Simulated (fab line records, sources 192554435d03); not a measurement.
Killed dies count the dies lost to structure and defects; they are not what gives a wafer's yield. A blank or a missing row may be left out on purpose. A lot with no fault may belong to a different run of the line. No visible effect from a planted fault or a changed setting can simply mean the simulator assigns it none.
Matching of chambers | flow n5-finfet | thermal-cvd-si-02 running N5_HKMG_FIN_CVD_62: 3 sister chambers
The step deposits a-Si from Si2H6, target thk 3 nm, time 20.8 s. 27 wafers are shown with their chamber, then 12 later ones without.

WAFERS WITH THEIR CHAMBER
wafer  | chamber | heater-power-w (W)
L075.2 | 1       | 1460
L075.5 | 1       | 1472
L075.6 | 0       | 1543
L077.2 | 1       | 1456
L077.4 | 1       | 1462
L077.6 | 2       | 1223
L079.1 | 0       | 1634
L079.2 | 2       | 1199
L079.3 | 1       | 1464
L079.4 | 1       | 1443
L079.5 | 0       | 1554
L079.6 | 2       | 1181
L081.1 | 0       | 1577
L081.4 | 1       | 1480
L081.5 | 2       | 1195
L083.1 | 1       | 1481
L083.3 | 0       | 1595
L083.4 | 2       | 1209
L085.2 | 2       | 1175
L085.3 | 0       | 1571
L085.6 | 0       | 1634
L087.1 | 2       | 1214
L087.5 | 1       | 1466
L087.6 | 2       | 1222
L089.2 | 0       | 1560
L089.5 | 2       | 1210
L089.6 | 1       | 1502

SIGNATURES, as means of the wafers listed above
reading        | chamber 0 | chamber 1 | chamber 2 | scatter within a chamber
heater-power-w | 1583.50   | 1468.60   | 1203.11   | 23.4
Rule: for each reading, subtract the chamber's mean from the wafer's reading, divide by that reading's scatter and square the result; add these up over the readings and take the root, which gives the wafer's distance from the chamber. The wafer belongs to the nearest chamber; if the next one is less than 2 further off, it can't be placed. How the scatter is found: for the shown wafers, subtract from each reading the mean of its chamber, square and add these, divide the total by (wafers less chambers), then take the root.

WAFERS WITH NO CHAMBER GIVEN
wafer  | heater-power-w (W)
L091.2 | 1614
L091.5 | 1433
L091.6 | 1609
L093.2 | 1459
L093.3 | 1581
L093.6 | 1179
L095.2 | 1596
L095.4 | 1459
L095.5 | 1153
L097.3 | 1482
L097.4 | 1190
L097.6 | 1635

WHICH CHAMBER EACH ONE RAN IN
wafer  | from the rows above | in truth
L091.2 | 0                   | 0
L091.5 | 1                   | 1
L091.6 | 0                   | 0
L093.2 | 1                   | 1
L093.3 | 0                   | 0
L093.6 | 2                   | 2
L095.2 | 0                   | 0
L095.4 | 1                   | 1
L095.5 | 2                   | 2
L097.3 | 1                   | 1
L097.4 | 2                   | 2
L097.6 | 0                   | 0
Correctly placed: 12 of 12. Can't be placed from these rows: 0. Wrongly placed: 0.
